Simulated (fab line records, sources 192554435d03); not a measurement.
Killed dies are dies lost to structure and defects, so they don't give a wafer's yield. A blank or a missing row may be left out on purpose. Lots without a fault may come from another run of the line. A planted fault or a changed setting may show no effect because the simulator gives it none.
fab line records | flow n5_finfet
record lots=24 wafers=72 last_day=17
route steps=1938 shown BEOL_M6@1257 BEOL_M7@1265
lots that met no fault: from a run of the same line without faults
start_h: hours from the record's first day to the start of the lot's first wafer shown | wait_h: hours since the lot's step before | " the same as in the row above | L1.1+2: a row that stands for several wafers | - no value, or no start given | * or withheld: withheld | < > ~ a bound
route shown NAME@n: a module of which the file shows steps, and the number in the route of the first | usual: mean/standard deviation of fault-free wafers | same: alike in all rows | chamber/n: place in a boat | sites: the reading at each site | _std_site: their standard deviation | _edge_site: outer sites' mean less inner sites' | radius_mm: how far each site lies from the wafer's centre | mask NAME#n: copy n | behind: the tool/chamber that last shaped the wafer | hold: why the lot was held/for how many hours/how that ended | device: the transistor (n, p or np) that didn't switch | end of line: the same wafers' tests at the end of the route | a step without rows: its recipe alone | killed: dies lost to structure and defects at the first sort, not the wafer's yield | map: a wafer's dies, x killed, . not, _ none there
set.NAME: the setting as run; set.NAME@STEP: as run at that earlier step | model.NAME: the simulator's own value behind a step, which no gauge read
steps of the route over a sample of lots; a table a step, a row a wafer
services: from which hour (start_h, from the record's first day; less than 0 if before it) a tool's chamber was out of use, for how many hours, and why
## steps
# step N5_BEOL_M6_CMP_52
# recipe stop_on=SiCOH_lowk t_overpolish_s=6.9 down_force_psi=1 platen_rpm=50 clearing_platen_down_force_psi=1.5 clearing_platen_rpm=50 post_cmp_clean=cu_alkaline target_thk_nm=80 clearing_platen_pad_velocity_m_s=0.99484 pad_velocity_m_s=0.99484
# usual barrier_field_endpoint_s=29.1/0.71 clearing_platen_down_force_psi=1.500/0.0032 edge_zone_pressure_frac=1.001/0.005 motor_current_A=5.9/0.68 overpolish_run_s=6.900/0.009 pad_life_wafers=963/560 retaining_ring_pressure_frac=1.000/0.005 slurry_flow_ml_min=149.9/0.48 time_to_endpoint_s=64/3.6
# columns lot.wafer tool chamber start_h wait_h barrier_field_endpoint_s clearing_platen_down_force_psi edge_zone_pressure_frac motor_current_A overpolish_run_s pad_life_wafers retaining_ring_pressure_frac slurry_flow_ml_min time_to_endpoint_s
L075.1 cmp-04 1 192.21 0.3 30.1 1.500 1.001 6.1 6.905 1105 1.000 149.6 69
L075.3 " 3 " " 29.3 1.502 1.005 6.3 6.897 1107 1.001 150.0 67
L075.6 " 1 " " 30.4 1.504 0.999 5.9 6.901 - 0.998 150.0 69
L074.2 cmp-01 0 192.77 0.2 28.7 1.501 1.014 5.4 6.889 1878 1.002 150.5 68
L074.4 " 3 " " 29.1 1.502 1.003 4.8 6.907 1881 1.002 150.0 65
L074.5 " 1 " " 29.6 1.499 0.994 6.6 6.889 - 1.002 149.4 67
L077.2 cmp-04 2 207.49 0.3 28.8 1.494 0.995 5.5 6.910 1226 0.992 149.6 64
L077.3 " 3 " " 28.8 1.500 1.005 6.0 6.899 1227 0.998 149.9 67
L077.6 " 1 " " 29.9 1.493 1.000 5.7 6.905 - 1.002 150.3 69
L078.2 cmp-04 2 211.43 0.2 29.2 1.497 1.000 5.2 6.891 1254 0.989 150.3 64
L078.3 " 0 " " 29.4 1.504 1.005 5.5 6.902 1256 0.997 150.0 66
L078.5 " 2 " " 29.4 1.502 0.991 5.2 6.889 - 0.997 149.2 63
L079.4 cmp-04 3 213.13 0.1 29.4 1.502 1.006 6.3 6.910 1284 0.996 149.7 69
L079.1 " 1 " " 29.0 1.499 0.994 6.0 6.903 1286 0.998 149.5 68
L079.6 " 0 " " 28.4 1.502 1.002 5.6 6.895 - 0.997 149.8 64
L076.1 cmp-04 2 213.92 0.4 29.8 1.500 0.999 5.2 6.916 1297 0.991 150.1 71
L076.3 " 3 " " 29.8 1.497 1.002 6.1 6.895 1298 1.001 150.1 69
L076.2 " 0 " " 28.9 1.493 1.004 5.5 6.892 1299 1.003 149.4 69
L081.3 cmp-01 2 219.96 0.2 28.6 1.503 1.003 7.6 6.905 49 0.997 149.8 61
L081.2 " 3 " " 28.9 1.500 1.002 4.9 6.885 50 1.003 150.3 62
L081.4 " 0 " " 29.5 1.506 0.992 5.6 6.911 51 1.004 149.9 64
L080.3 cmp-01 3 220.93 0.2 28.3 1.500 1.002 4.6 6.898 62 0.999 150.1 62
L080.2 " 0 " " 28.3 1.494 1.000 5.6 6.894 63 1.006 149.6 62
L080.6 " 1 " " 29.9 1.498 0.998 6.1 6.888 - 1.007 149.9 64
L082.4 cmp-02 1 231.73 0.2 29.0 1.498 1.007 6.5 6.904 397 1.004 149.8 63
L082.1 " 2 " " 27.9 1.497 0.995 5.8 6.894 398 0.993 149.8 56
L082.2 " 3 " " 28.7 1.500 1.000 6.1 6.898 399 0.995 149.7 59
L083.1 cmp-02 2 238.54 0.3 28.7 1.498 0.997 5.7 6.886 456 1.013 149.8 57
L083.3 " 1 " " 30.4 1.506 1.001 6.4 6.912 459 0.992 149.3 66
L083.6 " 2 " " 29.1 1.501 1.001 5.7 6.896 - 1.001 150.3 59
L084.1 cmp-01 2 248.99 0.4 28.2 1.499 0.996 7.5 6.907 332 1.006 149.8 58
L084.5 " 0 " " 29.8 1.499 1.003 5.5 6.910 - 1.006 150.2 68
L084.6 " 1 " " 29.5 1.496 1.006 6.0 6.892 - 0.994 149.1 65
L085.4 cmp-01 3 255.96 0.1 28.7 1.498 1.008 4.9 6.890 390 1.002 150.2 62
L085.5 " 3 " " 28.8 1.496 1.001 4.8 6.884 - 1.000 150.5 59
L085.6 " 0 " " 29.1 1.501 0.992 5.6 6.912 - 1.006 149.7 62
L087.2 cmp-02 1 261.37 0.3 28.6 1.503 1.008 6.8 6.889 632 1.007 150.2 66
L087.5 " 3 " " 29.2 1.499 1.004 6.3 6.907 - 0.997 150.7 61
L087.6 " 0 " " 27.9 1.498 1.004 5.8 6.887 - 1.011 150.5 62
L086.3 cmp-04 0 268.71 0.2 29.0 1.502 1.004 5.4 6.901 1680 1.003 150.6 64
L086.1 " 1 " " 29.7 1.497 1.005 5.9 6.914 1681 1.006 149.4 66
L086.4 " 3 " " 30.2 1.499 1.002 6.2 6.909 1683 1.001 149.9 66
L088.1 cmp-02 3 268.94 0.3 28.0 1.504 0.995 6.4 6.898 715 0.991 150.0 62
L088.2 " 1 " " 28.8 1.505 0.991 6.8 6.912 717 1.002 150.1 64
L088.6 " 3 " " 28.5 1.501 1.002 5.6 6.914 - 0.996 150.0 60
L089.1 cmp-04 2 273.98 0.3 28.6 1.502 0.997 5.1 6.918 1730 0.999 149.8 65
L089.3 " 3 " " 29.4 1.509 1.004 6.3 6.909 1731 1.001 150.4 67
L089.5 " 1 " " 29.6 1.503 1.005 5.9 6.891 - 1.014 150.6 69
L090.3 cmp-04 0 282.37 0.2 28.5 1.501 1.010 5.3 6.915 1790 1.002 150.2 68
L090.4 " 1 " " 30.0 1.507 0.998 5.8 6.898 1791 1.001 149.6 67
L090.6 " 3 " " 29.4 1.498 1.007 6.0 6.896 - 1.009 149.4 63
L091.3 cmp-01 3 284.40 0.2 28.7 1.497 1.002 5.0 6.907 612 1.002 149.3 60
L091.1 " 2 " " 28.2 1.494 1.007 7.2 6.900 615 0.997 148.4 62
L091.5 " 0 " " 29.1 1.493 1.006 5.8 6.898 - 1.004 149.9 61
L093.1 cmp-02 3 295.71 0.3 28.1 1.500 1.007 6.2 6.901 972 1.005 150.1 60
L093.4 " 0 " " 29.6 1.498 0.997 5.7 6.902 973 1.004 149.5 65
L093.3 " 1 " " 28.9 1.503 0.996 6.6 6.893 974 0.998 149.9 67
L092.2 cmp-04 3 301.77 0.2 29.5 1.509 0.994 6.3 6.911 1969 0.999 150.6 67
L092.1 " 1 " " 29.4 1.496 1.001 5.8 6.894 1971 1.001 149.9 68
L092.6 " 2 " " 29.3 1.501 1.003 5.1 6.890 - 0.999 149.2 64
L094.1 cmp-02 1 311.42 0.4 29.1 1.495 1.002 6.3 6.891 1119 1.002 149.7 65
L094.5 " 2 " " 28.0 1.499 1.001 5.4 6.903 - 1.002 149.7 56
L094.6 " 3 " " 28.9 1.499 0.995 6.2 6.898 - 1.004 148.7 61
L095.2 cmp-01 2 314.36 0.3 28.8 1.502 1.003 7.1 6.896 697 1.011 149.6 61
L095.3 " 0 " " 30.1 1.496 0.992 5.6 6.913 699 0.994 151.8 63
L095.5 " 1 " " 30.5 1.498 1.001 6.4 6.914 - 1.006 150.4 63
L096.2 cmp-01 0 314.55 0.2 28.1 1.494 0.994 5.6 6.907 702 0.991 149.8 61
L096.1 " 1 " " 28.8 1.501 1.006 6.4 6.914 703 0.997 150.5 61
L096.5 " 1 " " 28.5 1.498 0.996 6.0 6.900 - 1.003 150.1 62
L097.2 cmp-01 2 320.00 0.3 29.3 1.500 1.004 7.3 6.903 746 0.999 149.5 61
L097.3 " 3 " " 29.7 1.505 0.994 4.9 6.911 747 1.001 150.1 61
L097.6 " 0 " " 29.7 1.500 0.996 5.6 6.902 - 0.993 150.3 60
# step N5_BEOL_M6_RS_MEAS_57
# recipe thk_meas_gauge=four-point-probe reads=Cu_of_BEOL_M6_ECD_50+Co_of_BEOL_M6_CVD_78+TaN_of_BEOL_M6_ALD_77
# usual M6_RS=0.281/0.0084
# columns lot.wafer tool chamber start_h wait_h M6_RS[ohm/sq]
L075.1 film_metro-02 - 192.60 0.1 0.269
L075.3 " - " " 0.268
L075.6 " - " " 0.272
L074.2 film_metro-01 - 193.19 0.1 0.285
L074.4 " - " " 0.281
L074.5 " - " " 0.289
L077.2 film_metro-01 - 207.84 0.1 0.267
L077.3 " - " " 0.272
L077.6 " - " " 0.269
L078.2 film_metro-02 - 211.86 0.1 0.276
L078.3 " - " " 0.273
L078.5 " - " " 0.276
L079.1 film_metro-02 - 213.56 0.1 0.279
L079.4 " - " " 0.292
L079.6 " - " " 0.285
L076.1 film_metro-01 - 214.31 0.1 0.287
L076.2 " - " " 0.267
L076.3 " - " " 0.274
L081.2 film_metro-01 - 220.35 0.1 0.285
L081.3 " - " " 0.283
L081.4 " - " " 0.283
L080.2 film_metro-01 - 221.29 0.1 0.265
L080.3 " - " " 0.271
L080.6 " - " " 0.273
L082.1 film_metro-02 - 232.12 0.1 0.294
L082.2 " - " " 0.280
L082.4 " - " " 0.292
L083.1 film_metro-02 - 238.96 0.1 0.281
L083.3 " - " " 0.287
L083.6 " - " " 0.294
L084.1 film_metro-01 - 249.34 0.1 0.283
L084.5 " - " " 0.281
L084.6 " - " " 0.290
L085.4 film_metro-02 - 256.39 0.0 0.283
L085.5 " - " " 0.288
L085.6 " - " " 0.297
L087.2 film_metro-02 - 261.72 0.1 0.272
L087.5 " - " " 0.285
L087.6 " - " " 0.275
L086.1 film_metro-02 - 269.14 0.1 0.287
L086.3 " - " " 0.286
L086.4 " - " " 0.284
L088.1 film_metro-01 - 269.33 0.1 0.277
L088.2 " - " " 0.272
L088.6 " - " " 0.288
L089.1 film_metro-02 - 274.33 0.1 0.281
L089.3 " - " " 0.279
L089.5 " - " " 0.279
L090.3 film_metro-02 - 282.72 0.1 0.273
L090.4 " - " " 0.264
L090.6 " - " " 0.275
L091.1 film_metro-02 - 284.83 0.1 0.297
L091.3 " - " " 0.294
L091.5 " - " " 0.291
L093.1 film_metro-02 - 296.47 0.4 0.296
L093.3 " - " " 0.287
L093.4 " - " " 0.284
L092.1 film_metro-02 - 302.16 0.1 0.282
L092.2 " - " " 0.292
L092.6 " - " " 0.293
L094.1 film_metro-02 - 311.73 0.1 0.277
L094.5 " - " " 0.289
L094.6 " - " " 0.270
L095.2 film_metro-02 - 314.76 0.1 0.287
L095.3 " - " " 0.287
L095.5 " - " " 0.286
L096.1 film_metro-02 - 314.97 0.1 0.289
L096.2 " - " " 0.281
L096.5 " - " " 0.289
L097.2 film_metro-01 - 320.35 0.1 0.280
L097.3 " - " " 0.277
L097.6 " - " " 0.286
# step N5_BEOL_M7_THK_MEAS_01
# recipe reads=SiCOH_lowk_of_BEOL_M7_ILD_DEP_00
# usual M7_ILD_THK=154.6/2.1
# columns lot.wafer tool chamber start_h wait_h M7_ILD_THK[nm]
L075.1 film_metro-02 - 193.24 0.4 152.8
L075.3 " - " " 153.0
L075.6 " - " " 156.5
L074.2 film_metro-01 - 193.83 0.4 157.1
L074.4 " - " " 156.3
L074.5 " - " " 157.1
L077.2 film_metro-01 - 208.50 0.4 151.4
L077.3 " - " " 153.9
L077.6 " - " " 151.5
L078.2 film_metro-02 - 212.52 0.4 151.0
L078.3 " - " " 154.4
L078.5 " - " " 153.5
L079.1 film_metro-02 - 214.26 0.4 152.3
L079.4 " - " " 155.2
L079.6 " - " " 155.2
L076.1 film_metro-02 - 214.95 0.4 155.8
L076.2 " - " " 154.9
L076.3 " - " " 154.1
L081.2 film_metro-01 - 221.68 0.4 153.8
L081.3 " - " " 158.0
L081.4 " - " " 159.8
L080.2 film_metro-02 - 222.80 0.7 152.7
L080.3 " - " " 154.5
L080.6 " - " " 156.2
L082.1 film_metro-01 - 233.23 0.4 150.7
L082.2 " - " " 154.3
L082.4 " - " " 154.0
L083.1 film_metro-02 - 239.60 0.4 153.8
L083.3 " - " " 153.8
L083.6 " - " " 156.6
L084.1 film_metro-02 - 249.98 0.4 154.8
L084.5 " - " " 158.3
L084.6 " - " " 155.7
L085.4 film_metro-01 - 257.03 0.2 155.1
L085.5 " - " " 154.6
L085.6 " - " " 156.6
L087.2 film_metro-02 - 262.36 0.4 156.0
L087.5 " - " " 156.1
L087.6 " - " " 156.5
L086.1 film_metro-02 - 269.78 0.4 154.2
L086.3 " - " " 154.7
L086.4 " - " " 157.0
L088.1 film_metro-02 - 269.97 0.4 155.7
L088.2 " - " " 153.9
L088.6 " - " " 157.5
L089.1 film_metro-01 - 274.97 0.4 152.7
L089.3 " - " " 153.5
L089.5 " - " " 154.6
L090.3 film_metro-01 - 283.45 0.3 151.9
L090.4 " - " " 155.7
L090.6 " - " " 154.6
L091.1 film_metro-02 - 285.47 0.4 152.6
L091.3 " - " " 154.2
L091.5 " - " " 158.5
L093.1 film_metro-02 - 297.10 0.4 153.2
L093.3 " - " " 153.4
L093.4 " - " " 157.7
L092.1 film_metro-02 - 302.82 0.4 150.5
L092.2 " - " " 153.5
L092.6 " - " " 154.4
L094.1 film_metro-02 - 312.37 0.4 155.4
L094.5 " - " " 156.4
L094.6 " - " " 157.8
L095.2 film_metro-02 - 315.40 0.4 152.9
L095.3 " - " " 151.2
L095.5 " - " " 156.4
L096.1 film_metro-02 - 316.09 0.8 153.8
L096.2 " - " " 151.8
L096.5 " - " " 156.3
L097.2 film_metro-02 - 321.47 0.7 152.5
L097.3 " - " " 155.3
L097.6 " - " " 154.9
# step N5_BEOL_M7_HM_DEP_02
# recipe material=TiN target_thk_a=200 temp_c=25 chamber_pressure_pa=0.49996
# usual throttle_valve_pct=30.0/1.5
# columns lot.wafer tool chamber start_h wait_h throttle_valve_pct
L075.1 pvd_sputter-02 - 194.96 1.7 31.8
L075.3 " - " " 30.5
L075.6 " - " " 31.4
L074.2 pvd_sputter-01 - 195.01 1.1 30.9
L074.4 " - " " 30.0
L074.5 " - " " 29.9
L077.2 pvd_sputter-01 - 208.84 0.3 28.3
L077.3 " - " " 30.9
L077.6 " - " " 31.3
L078.2 pvd_sputter-03 - 212.71 0.1 29.7
L078.3 " - " " 32.1
L078.5 " - " " 28.6
L079.1 pvd_sputter-03 - 215.15 0.8 29.0
L079.4 " - " " 32.3
L079.6 " - " " 30.0
L076.1 pvd_sputter-03 - 215.51 0.5 29.0
L076.2 " - " " 32.2
L076.3 " - " " 31.5
L081.2 pvd_sputter-02 - 224.01 2.3 27.6
L081.3 " - " " 32.2
L081.4 " - " " 30.5
L080.2 pvd_sputter-01 - 224.31 1.5 30.7
L080.3 " - " " 28.3
L080.6 " - " " 30.0
L082.1 pvd_sputter-01 - 234.40 1.1 28.5
L082.2 " - " " 28.4
L082.4 " - " " 30.7
L083.1 pvd_sputter-01 - 241.67 2.0 31.0
L083.3 " - " " 30.0
L083.6 " - " " 30.0
L084.1 pvd_sputter-03 - 250.57 0.5 31.8
L084.5 " - " " 31.7
L084.6 " - " " 28.9
L085.4 pvd_sputter-01 - 257.92 0.8 29.8
L085.5 " - " " 30.1
L085.6 " - " " 28.4
L087.2 pvd_sputter-01 - 262.58 0.2 30.0
L087.5 " - " " 28.5
L087.6 " - " " 30.0
L086.1 pvd_sputter-01 - 270.92 1.1 28.4
L086.3 " - " " 28.2
L086.4 " - " " 30.7
L088.1 pvd_sputter-01 - 271.02 1.0 30.9
L088.2 " - " " 28.8
L088.6 " - " " 30.7
L089.1 pvd_sputter-02 - 276.26 1.2 30.2
L089.3 " - " " 27.6
L089.5 " - " " 27.3
L090.3 pvd_sputter-01 - 283.55 0.0 28.4
L090.4 " - " " 31.1
L090.6 " - " " 28.2
L091.1 pvd_sputter-02 - 286.51 1.0 32.2
L091.3 " - " " 31.7
L091.5 " - " " 31.4
L093.1 pvd_sputter-03 - 297.84 0.7 32.0
L093.3 " - " " 31.5
L093.4 " - " " 28.7
L092.1 pvd_sputter-02 - 305.30 2.4 27.8
L092.2 " - " " 32.1
L092.6 " - " " 32.1
L094.1 pvd_sputter-02 - 313.18 0.8 30.2
L094.5 " - " " 30.1
L094.6 " - " " 32.2
L095.2 pvd_sputter-02 - 316.62 1.2 27.8
L095.3 " - " " 30.3
L095.5 " - " " 32.1
L096.1 pvd_sputter-01 - 316.70 0.5 27.9
L096.2 " - " " 30.6
L096.5 " - " " 30.8
L097.2 pvd_sputter-02 - 322.50 1.0 31.5
L097.3 " - " " 30.3
L097.6 " - " " 32.1
# step N5_BEOL_M7_HM_OPEN_17
# recipe chemistry=Cl2/BCl3 target_depth_a=200 overetch_a=60 target=TiN mask_material=SOC ion_energy_ev=150 pressure_mtorr=10 icp_w=1000 bias_w=126 Cl2_flow_sccm=53.25 bcl3_flow_sccm=21.75 Ar_flow_sccm=25
# usual drypump_motor_current_A=5.9/0.47 mfc_cl2_sccm=53.28/0.15 oes_ar_750_au=0.78/0.11 oes_product_au=0.67/0.088 throttle_valve_pct=22.17/0.22
# columns lot.wafer tool chamber start_h wait_h drypump_motor_current_A mfc_cl2_sccm oes_ar_750_au oes_product_au rf_hours_counter_h throttle_valve_pct
L075.1 rie_metal-02 0 195.85 0.0 6.0 53.16 0.75 0.65 43 22.15
L075.3 " 0 " " 6.0 53.26 0.76 0.66 - 22.14
L075.6 " 1 " " 5.1 53.39 0.61 0.49 - 22.42
L074.2 rie_metal-02 0 196.17 0.0 6.0 53.20 0.76 0.67 43 22.15
L074.4 " 0 " " 6.0 53.16 0.75 0.66 - 22.14
L074.5 " 1 " " 5.1 53.23 0.61 0.49 - 22.40
L077.2 rie_metal-03 0 209.77 0.0 5.6 53.19 0.70 0.59 84 22.40
L077.3 " 0 " " 5.6 53.49 0.71 0.60 - 22.39
L077.6 " 0 " " 5.6 53.49 0.70 0.60 - 22.39
L078.2 rie_metal-02 0 213.48 0.1 6.1 53.59 0.74 0.65 - 22.14
L078.3 " 0 " " 6.0 53.24 0.75 0.65 - 22.15
L078.5 " 0 " " 6.0 53.34 0.75 0.65 - 22.15
L079.1 rie_metal-01 1 216.43 0.0 6.5 53.39 0.61 0.52 128 22.65
L079.4 " 1 " " 6.5 53.06 0.60 0.51 - 22.66
L079.6 " 1 " " 6.5 53.45 0.61 0.52 - 22.65
L076.1 rie_metal-03 0 216.65 0.0 5.6 53.19 0.71 0.59 85 22.41
L076.2 " 1 " " 5.9 53.32 0.85 0.73 12 21.73
L076.3 " 1 " " 5.9 53.06 0.84 0.75 - 21.72
L081.2 rie_metal-03 0 225.06 0.0 5.6 53.12 0.70 0.60 86 22.40
L081.3 " 1 " " 5.9 53.50 0.84 0.76 - 21.69
L081.4 " 0 " " 5.6 53.20 0.70 0.59 - 22.38
L080.2 rie_metal-02 0 225.35 0.1 6.1 53.21 0.74 0.66 - 22.15
L080.3 " 0 " " 6.0 53.31 0.75 0.64 - 22.16
L080.6 " 0 " " 6.0 53.31 0.74 0.65 - 22.14
L082.1 rie_metal-02 0 235.14 0.0 6.0 53.04 0.74 0.64 49 22.17
L082.2 " 0 " " 6.0 53.39 0.74 0.64 - 22.14
L082.4 " 0 " " 6.0 52.99 0.74 0.65 - 22.15
L083.1 rie_metal-01 0 242.41 0.0 6.4 53.42 0.73 0.64 53 22.06
L083.3 " 0 " " 6.4 53.39 0.73 0.64 - 22.08
L083.6 " 0 " " 6.4 53.40 0.73 0.64 - 22.10
L084.1 rie_metal-02 0 251.81 0.0 6.0 53.53 0.73 0.65 50 22.15
L084.5 " 1 " " 5.1 53.68 1.00 0.81 - 22.15
L084.6 " 0 " " 6.0 53.26 0.74 0.65 - 22.12
L085.4 rie_metal-01 1 258.72 0.1 6.5 53.44 0.95 0.80 - 22.24
L085.5 " 0 " " 6.4 53.11 0.73 0.63 - 22.08
L085.6 " 1 " " 6.5 53.13 0.96 0.81 - 22.24
L087.2 rie_metal-02 1 263.48 0.1 5.1 53.38 0.99 0.80 - 22.17
L087.5 " 1 " " 5.1 53.31 0.98 0.80 - 22.17
L087.6 " 1 " " 5.1 53.32 0.99 0.80 - 22.16
L086.1 rie_metal-01 0 271.79 0.0 6.4 53.45 0.72 0.62 57 22.10
L086.3 " 0 " " 6.4 53.13 0.73 0.62 - 22.10
L086.4 " 1 " " 6.5 53.03 0.94 0.81 - 22.25
L088.1 rie_metal-03 1 271.97 0.0 5.8 53.30 0.83 0.74 16 21.72
L088.2 " 0 " " 5.5 53.26 0.69 0.58 91 22.43
L088.6 " 1 " " 5.9 53.43 0.83 0.74 - 21.72
L089.1 rie_metal-01 0 277.65 0.0 6.4 53.33 0.72 0.63 58 22.11
L089.3 " 1 " " 6.5 53.21 0.93 0.78 - 22.26
L089.5 " 1 " " 6.5 53.38 0.93 0.78 - 22.27
L090.3 rie_metal-02 0 284.32 0.1 6.0 53.18 0.73 0.63 - 22.17
L090.4 " 1 " " 5.1 53.29 0.95 0.78 - 22.16
L090.6 " 0 " " 6.0 53.25 0.73 0.64 - 22.16
L091.1 rie_metal-02 1 287.25 0.0 5.1 53.12 0.96 0.78 4 22.16
L091.3 " 0 " " 6.0 53.40 0.73 0.63 - 22.15
L091.5 " 0 " " 6.0 53.48 0.72 0.63 - 22.18
L093.1 rie_metal-03 1 298.78 0.0 5.9 53.27 0.82 0.73 19 21.71
L093.3 " 0 " " 5.6 53.25 0.68 0.58 - 22.43
L093.4 " 1 " " 5.8 53.25 0.82 0.74 - 21.72
L092.1 rie_metal-02 0 306.16 0.0 6.1 53.16 0.72 0.63 55 22.16
L092.2 " 1 " " 5.1 53.21 0.95 0.77 6 22.18
L092.6 " 0 " " 6.1 53.61 0.73 0.64 - 22.18
L094.1 rie_metal-01 0 314.04 0.0 6.4 53.40 0.71 0.61 62 22.12
L094.5 " 1 " " 6.5 53.12 0.90 0.75 - 22.28
L094.6 " 0 " " 6.4 53.25 0.72 0.62 - 22.11
L095.2 rie_metal-03 1 317.48 0.0 5.9 53.31 0.81 0.71 21 21.72
L095.3 " 1 " " 5.9 53.29 0.81 0.70 - 21.73
L095.5 " 1 " " 5.9 53.14 0.82 0.72 - 21.73
L096.1 rie_metal-01 0 317.65 0.0 6.4 53.50 0.72 0.62 62 22.10
L096.2 " 1 " " 6.5 53.13 0.90 0.76 8 22.25
L096.5 " 1 " " 6.5 53.10 0.90 0.77 - 22.25
L097.2 rie_metal-01 0 323.64 0.0 6.4 52.97 0.72 0.62 62 22.11
L097.3 " 0 " " 6.4 53.26 0.71 0.62 - 22.10
L097.6 " 1 " " 6.5 53.18 0.89 0.77 - 22.27
# step N5_BEOL_M7_CD_MEAS_35
# recipe target_cd_nm=40 polarity=opening
# usual cd_nm=40.2/0.61
# columns lot.wafer tool chamber start_h wait_h cd_nm
L075.1 cd_sem-03 - 198.58 0.0 41.2
L075.3 " - " " 40.7
L075.6 " - " " 40.3
L074.2 cd_sem-02 - 198.83 0.0 40.5
L074.4 " - " " 40.3
L074.5 " - " " 40.5
L077.2 cd_sem-02 - 211.41 0.0 40.1
L077.3 " - " " 40.6
L077.6 " - " " 39.9
L078.2 cd_sem-01 - 214.78 0.0 40.9
L078.3 " - " " 41.3
L078.5 " - " " 40.3
L079.1 cd_sem-03 - 218.12 0.0 40.5
L079.4 " - " " 40.8
L079.6 " - " " 40.8
L076.1 cd_sem-02 - 218.91 0.0 39.9
L076.2 " - " " 40.6
L076.3 " - " " 40.1
L081.2 cd_sem-02 - 226.57 0.0 39.9
L081.3 " - " " 40.0
L081.4 " - " " 40.4
L080.2 cd_sem-03 - 228.46 0.0 39.3
L080.3 " - " " 41.2
L080.6 " - " " 41.3
L082.1 cd_sem-03 - 238.27 0.0 40.4
L082.2 " - " " 40.1
L082.4 " - " " 40.0
L083.1 cd_sem-01 - 245.37 0.0 39.4
L083.3 " - " " 39.5
L083.6 " - " " 39.0
L084.1 cd_sem-02 - 253.13 0.0 40.7
L084.5 " - " " 40.6
L084.6 " - " " 41.3
L085.4 cd_sem-03 - 260.18 0.0 40.1
L085.5 " - " " 38.8
L085.6 " - " " 40.9
L087.2 cd_sem-02 - 266.40 0.0 40.9
L087.5 " - " " 40.5
L087.6 " - " " 40.0
L088.1 cd_sem-03 - 275.85 0.0 39.7
L088.2 " - " " 39.4
L088.6 " - " " 40.5
L086.1 cd_sem-02 - 276.27 0.0 40.1
L086.3 " - " " 39.5
L086.4 " - " " 40.1
L089.1 cd_sem-02 - 280.67 0.0 39.1
L089.3 " - " " 39.9
L089.5 " - " " 40.7
L090.3 cd_sem-02 - 287.04 0.0 39.4
L090.4 " - " " 40.4
L090.6 " - " " 38.6
L091.1 cd_sem-03 - 288.59 0.0 40.8
L091.3 " - " " 40.5
L091.5 " - " " 41.0
L093.1 cd_sem-02 - 305.21 0.0 39.4
L093.3 " - " " 40.8
L093.4 " - " " 40.1
L092.1 cd_sem-01 - 309.84 0.0 39.4
L092.2 " - " " 39.9
L092.6 " - " " 39.6
L094.1 cd_sem-03 - 316.59 0.0 40.4
L094.5 " - " " 39.7
L094.6 " - " " 40.3
L095.2 cd_sem-03 - 318.90 0.0 39.5
L095.3 " - " " 40.8
L095.5 " - " " 39.6
L096.1 cd_sem-02 - 319.06 0.0 39.8
L096.2 " - " " 39.2
L096.5 " - " " 39.7
L097.2 cd_sem-03 - 325.88 0.0 40.9
L097.3 " - " " 41.0
L097.6 " - " " 41.7
## services
# columns tool chamber start_h hours kind
cmp-02 - 178.01 4.0 pm
rie_metal-02 1 208.28 - clean
rie_metal-02 1 208.28 27.7 scheduled_down
rie_metal-02 1 208.28 27.7 vent_cycle
cmp-02 - 210.96 1.2 repair
cmp-01 - 211.87 4.0 pm
rie_metal-01 0 214.85 8.2 repair
cmp-01 - 215.87 - consumable_replace:conditioner
cmp-01 - 215.87 - consumable_replace:pad
cmp-04 - 219.35 4.8 pm
rie_metal-02 - 220.54 1.9 repair
rie_metal-01 1 226.50 - clean
rie_metal-01 1 226.50 17.4 scheduled_down
rie_metal-01 1 226.50 17.4 vent_cycle
cmp-04 - 230.39 0.8 repair
rie_metal-03 1 241.17 12.5 repair
cmp-04 - 244.50 5.0 repair
cmp-02 - 256.81 4.4 pm
rie_metal-02 0 259.68 4.2 repair
cmp-01 - 260.65 4.2 repair
cmp-01 - 286.22 19.7 repair
rie_metal-01 - 296.07 2.8 pm
rie_metal-02 1 307.60 2.2 repair
cmp-04 - 320.90 7.0 repair
## key
fault none
